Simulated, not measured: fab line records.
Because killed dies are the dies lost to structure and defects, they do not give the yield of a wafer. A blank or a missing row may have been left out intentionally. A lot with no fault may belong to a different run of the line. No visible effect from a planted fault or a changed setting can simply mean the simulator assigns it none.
Chamber matching | flow n5-finfet | N5_BEOL_M3_STRIP_19 on rie-diel-03 has 4 sister chambers
The step strips in O2. 16 wafers are shown with their chamber, then 8 later ones without.

WAFERS WITH THEIR CHAMBER
wafer  | chamber | drypump-motor-current-A (A) | throttle-valve-pct (%) | oes-product-au (a.u.)
L079.3 | 1       | 5.8                         | 16.37                  | 0.98
L079.4 | 3       | 6.5                         | 16.78                  | 0.71
L079.6 | 2       | 6.6                         | 16.82                  | 0.72
L082.3 | 3       | 6.4                         | 16.77                  | 0.70
L082.4 | 0       | 5.2                         | 16.68                  | 0.78
L082.6 | 0       | 5.2                         | 16.68                  | 0.79
L083.4 | 0       | 5.3                         | 16.69                  | 0.78
L083.5 | 0       | 5.3                         | 16.71                  | 0.79
L083.6 | 3       | 6.4                         | 16.76                  | 0.70
L084.2 | 0       | 5.2                         | 16.68                  | 0.78
L084.4 | 3       | 6.4                         | 16.77                  | 0.70
L084.6 | 1       | 5.9                         | 16.41                  | 0.96
L085.1 | 3       | 6.4                         | 16.77                  | 0.69
L085.2 | 1       | 5.8                         | 16.40                  | 0.93
L085.6 | 0       | 5.3                         | 16.71                  | 0.79
L091.1 | 3       | 6.4                         | 16.80                  | 0.69

SIGNATURES, as means of the wafers listed above
reading                 | chamber 0 | chamber 1 | chamber 2 | chamber 3 | scatter within a chamber
drypump-motor-current-A | 5.250     | 5.833     | 6.600     | 6.417     | 0.05
throttle-valve-pct      | 16.6917   | 16.3933   | 16.8200   | 16.7750   | 0.0155
oes-product-au          | 0.7850    | 0.9567    | 0.7200    | 0.6983    | 0.0119
Rule: a wafer's distance from a chamber is the root of the sum, over the readings, of the square of ((its reading less the chamber's mean) divided by the reading's scatter). If the next closest chamber is less than 2 further off than the closest, the wafer can't be placed; otherwise it belongs to the closest. The scatter: take each reading less its chamber's mean, square it, sum over the shown wafers, divide by the number of wafers less the number of chambers, and take the root.

WAFERS WHOSE CHAMBER IS MISSING
wafer  | drypump-motor-current-A (A) | throttle-valve-pct (%) | oes-product-au (a.u.)
L091.2 | 6.6                         | 16.87                  | 0.70
L091.4 | 5.8                         | 16.42                  | 0.92
L092.1 | 5.3                         | 16.71                  | 0.77
L092.3 | 5.8                         | 16.43                  | 0.91
L092.4 | 6.6                         | 16.90                  | 0.70
L093.1 | 6.6                         | 16.90                  | 0.69
L093.5 | 5.8                         | 16.44                  | 0.91
L093.6 | 6.6                         | 16.90                  | 0.69

THE CHAMBER EACH PASSED THROUGH
wafer  | from the rows above | in truth
L091.2 | 2                   | 2
L091.4 | 1                   | 1
L092.1 | 0                   | 0
L092.3 | 1                   | 1
L092.4 | 2                   | 2
L093.1 | 2                   | 2
L093.5 | 1                   | 1
L093.6 | 2                   | 2
Placed correctly: 8 of 8. Can't be placed from these rows: 0. Placed wrongly: 0.
